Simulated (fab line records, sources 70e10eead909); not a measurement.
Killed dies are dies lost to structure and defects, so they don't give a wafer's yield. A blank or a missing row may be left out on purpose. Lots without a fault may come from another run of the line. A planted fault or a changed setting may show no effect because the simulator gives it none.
Chamber matching | flow nand_harc | NHARC_P_M1_PRE_CLEAN_32 on pecvd-02: 3 sister chambers
The step time 12 s. 6 wafers are shown with their chamber, then 8 later ones without.

WAFERS WITH THEIR CHAMBER
wafer  | chamber | heater_power_w (W) | heater_power_outer_w (W)
L089.2 | 0       | 769                | 402
L089.4 | 1       | 768                | 461
L090.4 | 1       | 708                | 419
L090.5 | 0       | 801                | 418
L090.6 | 2       | 576                | 332
L092.3 | 2       | 602                | 337

WAFERS WITHOUT THEIR CHAMBER
wafer  | heater_power_w (W) | heater_power_outer_w (W)
L092.4 | 787                | 479
L092.5 | 704                | 352
L093.1 | 757                | 442
L093.5 | 775                | 444
L093.6 | 790                | 412
L094.1 | 813                | 417
L094.3 | 578                | 321
L094.6 | 705                | 403

WHICH CHAMBER EACH WENT THROUGH
wafer  | from the rows above          | in truth
L092.4 | can't be placed: 1 or 0      | 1
L092.5 | can't be placed: 2 or 0 or 1 | 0
L093.1 | can't be placed: 1 or 0      | 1
L093.5 | can't be placed: 1 or 0      | 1
L093.6 | 0                            | 0
L094.1 | can't be placed: 0 or 1      | 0
L094.3 | 2                            | 2
L094.6 | can't be placed: 1 or 0      | 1
Placed correctly: 2 of 8. Can't be placed from these rows: 6 (the true chamber is among the candidates in 6). Placed wrongly: 0.
How it was worked out, from the rows above alone: a wafer's distance from a chamber is the root of the sum, over the readings, of the square of ((its reading less the chamber's mean) divided by the reading's scatter). The wafer belongs to the nearest chamber; if the next one is less than 2 further off, it can't be placed. A chamber's mean is the mean of its shown wafers. The scatter: the root of (the sum of the squares of (reading less its chamber's mean) over the shown wafers, divided by (wafers less chambers)).
